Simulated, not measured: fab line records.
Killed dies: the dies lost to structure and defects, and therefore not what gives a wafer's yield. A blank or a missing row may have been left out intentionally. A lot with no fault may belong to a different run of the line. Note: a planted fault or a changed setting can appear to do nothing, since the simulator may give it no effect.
A struck lot beside a sound one ; flow nandHarc ; 16 out of 1302 route steps
Sound: the wafers L723.1, L723.3, L723.6. Struck: wafer L725.4 (L725.2, L725.5, from the same lot, were not struck and are left out); the cause is given at the end.
Per side, at each step with rows, come the tool, then ch with its chambers, and then its first start. Under that, the readings that differ: sound wafers ; struck wafers ; difference of the means ; sigmas: that difference in standard deviations of wafers without a fault.
alike: words and numbers the same on both sides, and readings whose means are apart by under 2 such deviations; not compared: readings that were withheld, readings missing a value for some wafer, numbers with overlapping values and no deviation given by the record, and bounds like >300 which may hide the same value.
A row with sigmas, a row that says differs or no value, or rows on one side alone: a step with any of these is where the two part. Non-overlapping numbers with no deviation appear without sigmas and do not part them. A reading that every wafer of one side lacks parts them only if that side has two wafers or more.

NHARC_A_ONON_D2_THK_MEAS_08: measures by ellipsometry.
  struck on filmMetro-01, day 16 02:13; sound on filmMetro-01, day 16 02:24
  alike: thkNm
after that, 1 step with no rows for these wafers: NHARC_A_ONON_D2_DEP_09 (target thk 1000 nm).
NHARC_A_ONON_D2_THK_MEAS_11: measures by ellipsometry.
  struck on filmMetro-02, day 16 02:47; sound on filmMetro-01, day 16 02:58
  alike: thkNm
after that, 1 step with no rows for these wafers: NHARC_A_ONON_D2_DEP_12 (target thk 1000 nm).
NHARC_A_ONON_D2_THK_MEAS_14: measures by ellipsometry.
  struck on filmMetro-01, day 16 03:22; sound on filmMetro-01, day 16 03:32
  alike: thkNm
then, 2 steps without rows for these wafers: NHARC_A_ONON_D2_ANNEAL_15 (time 3600 s); NHARC_A_ONON_D2_DEP_16 (target thk 1000 nm).
NHARC_A_ONON_D2_THK_MEAS_18: measures by ellipsometry.
  struck on filmMetro-01, day 16 11:23; sound on filmMetro-02, day 16 11:24
  alike: thkNm
after that, 1 step with no rows for these wafers: NHARC_A_ONON_D2_DEP_19 (target thk 1000 nm).
NHARC_A_ONON_D2_THK_MEAS_21: measures by ellipsometry.
  struck on filmMetro-01, day 16 11:58; sound on filmMetro-02, day 16 12:06
reading;sound;struck;difference;sigmas
thkNm (nm);1014 1013 1014;983;-31;-3
after that, 1 step with no rows for these wafers: NHARC_A_ONON_D2_DEP_22 (target thk 1000 nm).
NHARC_A_ONON_D2_THK_MEAS_24: measures by ellipsometry.
  struck on filmMetro-01, day 16 12:31; sound on filmMetro-02, day 16 12:40
  alike: thkNm
NHARC_A_ONON_D2_DEP_25: target thk 1000 nm.
  sound on pecvdOnon-01 ch 0, day 16 12:44; struck on pecvdOnon-04 ch 0, day 16 12:38
reading;sound;struck;difference;sigmas
n2FlowSccm (sccm);2739 2743 2750;2762;+18;+2
susceptorTempC (C);400.34 400.06 400.01;399.32;-0.82;-4
  alike: n2oFlowSccm
NHARC_A_ONON_D2_THK_MEAS_27: measures by ellipsometry.
  struck on filmMetro-01, day 16 13:06; sound on filmMetro-01, day 16 13:14
reading;sound;struck;difference;sigmas
thkNm (nm);994 993 995;1118;+124;+13
then, 2 steps without rows for these wafers: NHARC_A_ONON_D2_DEP_28 (target thk 1000 nm); NHARC_END_SORT_01.

## WHERE THEY PART
First at NHARC_A_ONON_D2_THK_MEAS_21; last, within this record, at NHARC_A_ONON_D2_THK_MEAS_27.

WHY: what the simulator had put in
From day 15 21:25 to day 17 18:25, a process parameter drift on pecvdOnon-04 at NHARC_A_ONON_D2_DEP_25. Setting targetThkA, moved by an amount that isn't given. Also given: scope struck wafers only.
